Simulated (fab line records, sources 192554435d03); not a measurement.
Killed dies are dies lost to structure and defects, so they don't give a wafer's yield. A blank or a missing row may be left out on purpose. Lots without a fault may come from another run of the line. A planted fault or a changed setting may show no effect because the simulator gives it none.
Chamber matching | flow n5_finfet | N5_HKMG_FIN_ALD_21 on ald_metal-03: 4 sister chambers
The step deposits TiN, target thk 1.5 nm, pulse time 1 s, purge time 3 s. 4 wafers are shown with their chamber, then 7 later ones without.

WAFERS WITH THEIR CHAMBER
wafer  | chamber | heater_power_w (W)
L081.2 | 0       | 833
L081.3 | 3       | 966
L092.2 | 2       | 652
L092.5 | 1       | 1034

WAFERS WITHOUT THEIR CHAMBER
wafer  | heater_power_w (W)
L092.6 | 838
L093.2 | 642
L093.4 | 851
L093.5 | 1062
L095.1 | 867
L095.3 | 654
L095.4 | 956

WHICH CHAMBER EACH WENT THROUGH
wafer  | from the rows above | in truth
L092.6 | 0                   | 0
L093.2 | 2                   | 2
L093.4 | 0                   | 0
L093.5 | 1                   | 1
L095.1 | 0                   | 0
L095.3 | 2                   | 2
L095.4 | 3                   | 3
Placed correctly: 7 of 7. Can't be placed from these rows: 0. Placed wrongly: 0.
How it was worked out, from the rows above alone: a wafer's distance from a chamber is the root of the sum, over the readings, of the square of ((its reading less the chamber's mean) divided by the reading's scatter). The wafer belongs to the nearest chamber; if the next one is less than 2 further off, it can't be placed. A chamber's mean is the mean of its shown wafers. The scatter: with one shown wafer a chamber, the root of the mean of the squares of how far each hidden wafer lies from its nearest shown one.
